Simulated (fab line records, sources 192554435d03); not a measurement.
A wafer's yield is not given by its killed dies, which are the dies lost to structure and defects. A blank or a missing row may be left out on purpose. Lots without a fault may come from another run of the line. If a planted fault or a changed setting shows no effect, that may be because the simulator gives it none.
Matching of chambers / flow n5Finfet / N5_SPACER0_ALD_08 on aldSin-01 has 4 sister chambers
The step deposits SiNx, target thk 2 nm. 4 wafers are shown with their chamber, then 12 later ones without.

== WAFERS PAIRED WITH THEIR CHAMBERS ==
wafer=L085.6; chamber=0; heaterPowerOuterW (W)=447
wafer=L086.4; chamber=1; heaterPowerOuterW (W)=545
wafer=L086.5; chamber=3; heaterPowerOuterW (W)=455
wafer=L086.6; chamber=2; heaterPowerOuterW (W)=433

== WAFERS WHOSE CHAMBER IS MISSING ==
wafer=L092.3; heaterPowerOuterW (W)=469
wafer=L092.4; heaterPowerOuterW (W)=422
wafer=L092.5; heaterPowerOuterW (W)=428
wafer=L095.1; heaterPowerOuterW (W)=465
wafer=L095.3; heaterPowerOuterW (W)=423
wafer=L095.4; heaterPowerOuterW (W)=455
wafer=L096.2; heaterPowerOuterW (W)=526
wafer=L096.3; heaterPowerOuterW (W)=465
wafer=L096.6; heaterPowerOuterW (W)=448
wafer=L097.3; heaterPowerOuterW (W)=454
wafer=L097.5; heaterPowerOuterW (W)=429
wafer=L097.6; heaterPowerOuterW (W)=555

== THE CHAMBER EACH PASSED THROUGH ==
wafer=L092.3; from the rows above=can't be placed: 3 or 0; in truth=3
wafer=L092.4; from the rows above=can't be placed: 2 or 0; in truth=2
wafer=L092.5; from the rows above=can't be placed: 2 or 0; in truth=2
wafer=L095.1; from the rows above=can't be placed: 3 or 0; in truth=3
wafer=L095.3; from the rows above=can't be placed: 2 or 0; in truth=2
wafer=L095.4; from the rows above=can't be placed: 3 or 0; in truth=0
wafer=L096.2; from the rows above=1; in truth=1
wafer=L096.3; from the rows above=can't be placed: 3 or 0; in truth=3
wafer=L096.6; from the rows above=can't be placed: 0 or 3 or 2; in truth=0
wafer=L097.3; from the rows above=can't be placed: 3 or 0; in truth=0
wafer=L097.5; from the rows above=can't be placed: 2 or 0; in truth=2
wafer=L097.6; from the rows above=1; in truth=1
Correctly placed: 2 of 12. Not placeable from these rows: 10 (in 10, the candidates include the true chamber). Placed wrongly: 0.
How it was worked out, from the rows above alone: a wafer's distance from a chamber is the root of the sum, over the readings, of the square of ((its reading less the chamber's mean) divided by the reading's scatter). If the next closest chamber is less than 2 further off than the closest, the wafer can't be placed; otherwise it belongs to the closest. The mean given for a chamber averages the wafers shown for that chamber. The scatter: root of mean squared gap, hidden wafer to nearest shown wafer, with one shown wafer a chamber.
